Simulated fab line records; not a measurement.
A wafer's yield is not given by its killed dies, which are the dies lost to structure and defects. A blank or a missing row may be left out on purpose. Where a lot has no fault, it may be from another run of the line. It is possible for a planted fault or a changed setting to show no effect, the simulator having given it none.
Matching of chambers / flow nandHarc / 3 sister chambers for NHARC_A_SGD_CUT_DEP_00 on pecvd-03
The step deposits SiNx, target thk 50 nm. 20 wafers are shown with their chamber, then 10 later ones without.

== EACH WAFER AND ITS CHAMBER ==
wafer=L076.2; chamber=0; heaterPowerW (W)=590; rfFwdPowerW (W)=449.7
wafer=L076.5; chamber=1; heaterPowerW (W)=834; rfFwdPowerW (W)=447.7
wafer=L076.6; chamber=2; heaterPowerW (W)=699; rfFwdPowerW (W)=446.1
wafer=L075.1; chamber=1; heaterPowerW (W)=725; rfFwdPowerW (W)=447.6
wafer=L075.4; chamber=0; heaterPowerW (W)=672; rfFwdPowerW (W)=450.4
wafer=L075.6; chamber=1; heaterPowerW (W)=734; rfFwdPowerW (W)=448.2
wafer=L079.2; chamber=1; heaterPowerW (W)=833; rfFwdPowerW (W)=449.8
wafer=L079.3; chamber=0; heaterPowerW (W)=660; rfFwdPowerW (W)=446.1
wafer=L079.6; chamber=1; heaterPowerW (W)=827; rfFwdPowerW (W)=449.0
wafer=L081.2; chamber=1; heaterPowerW (W)=813; rfFwdPowerW (W)=445.2
wafer=L081.3; chamber=0; heaterPowerW (W)=612; rfFwdPowerW (W)=449.6
wafer=L081.4; chamber=0; heaterPowerW (W)=603; rfFwdPowerW (W)=451.2
wafer=L084.2; chamber=1; heaterPowerW (W)=780; rfFwdPowerW (W)=448.4
wafer=L084.3; chamber=2; heaterPowerW (W)=718; rfFwdPowerW (W)=450.3
wafer=L084.5; chamber=1; heaterPowerW (W)=787; rfFwdPowerW (W)=448.2
wafer=L088.1; chamber=1; heaterPowerW (W)=888; rfFwdPowerW (W)=448.7
wafer=L088.5; chamber=1; heaterPowerW (W)=835; rfFwdPowerW (W)=446.9
wafer=L088.6; chamber=2; heaterPowerW (W)=657; rfFwdPowerW (W)=446.7
wafer=L087.1; chamber=0; heaterPowerW (W)=635; rfFwdPowerW (W)=451.1
wafer=L087.2; chamber=1; heaterPowerW (W)=700; rfFwdPowerW (W)=447.2

SIGNATURES, as means of the wafers listed above
reading=heaterPowerW; chamber 0=628.67; chamber 1=796.00; chamber 2=691.33; scatter within a chamber=48.4
reading=rfFwdPowerW; chamber 0=449.683; chamber 1=447.900; chamber 2=447.700; scatter within a chamber=1.59
Rule: a wafer lies at a distance from a chamber equal to the root of the sum of squares, over the readings, of (its reading less the chamber's mean, divided by the reading's scatter). If the next closest chamber is less than 2 further off than the closest, the wafer can't be placed; otherwise it belongs to the closest. The scatter is the square root of a quotient: the sum, over the shown wafers, of each reading's squared deviation from its chamber's mean, divided by wafers minus chambers.

== WAFERS MISSING THEIR CHAMBER ==
wafer=L087.6; heaterPowerW (W)=700; rfFwdPowerW (W)=447.3
wafer=L089.2; heaterPowerW (W)=805; rfFwdPowerW (W)=447.6
wafer=L089.5; heaterPowerW (W)=812; rfFwdPowerW (W)=446.7
wafer=L089.6; heaterPowerW (W)=791; rfFwdPowerW (W)=448.3
wafer=L092.2; heaterPowerW (W)=753; rfFwdPowerW (W)=448.6
wafer=L092.4; heaterPowerW (W)=709; rfFwdPowerW (W)=448.9
wafer=L092.5; heaterPowerW (W)=740; rfFwdPowerW (W)=448.7
wafer=L095.2; heaterPowerW (W)=794; rfFwdPowerW (W)=448.6
wafer=L095.3; heaterPowerW (W)=577; rfFwdPowerW (W)=448.4
wafer=L095.5; heaterPowerW (W)=597; rfFwdPowerW (W)=450.2

== WHICH CHAMBER EACH ONE RAN IN ==
wafer=L087.6; from the rows above=can't be placed: 2 or 1 or 0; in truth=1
wafer=L089.2; from the rows above=1; in truth=1
wafer=L089.5; from the rows above=can't be placed: 1 or 2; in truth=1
wafer=L089.6; from the rows above=can't be placed: 1 or 2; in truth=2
wafer=L092.2; from the rows above=can't be placed: 1 or 2 or 0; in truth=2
wafer=L092.4; from the rows above=can't be placed: 2 or 0 or 1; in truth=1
wafer=L092.5; from the rows above=can't be placed: 2 or 1 or 0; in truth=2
wafer=L095.2; from the rows above=can't be placed: 1 or 2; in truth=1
wafer=L095.3; from the rows above=can't be placed: 0 or 2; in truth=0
wafer=L095.5; from the rows above=can't be placed: 0 or 2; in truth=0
1 of 10 placed correctly. Unplaceable from these rows: 9, with the true chamber sitting among the candidates in 9. Wrongly placed: 0.
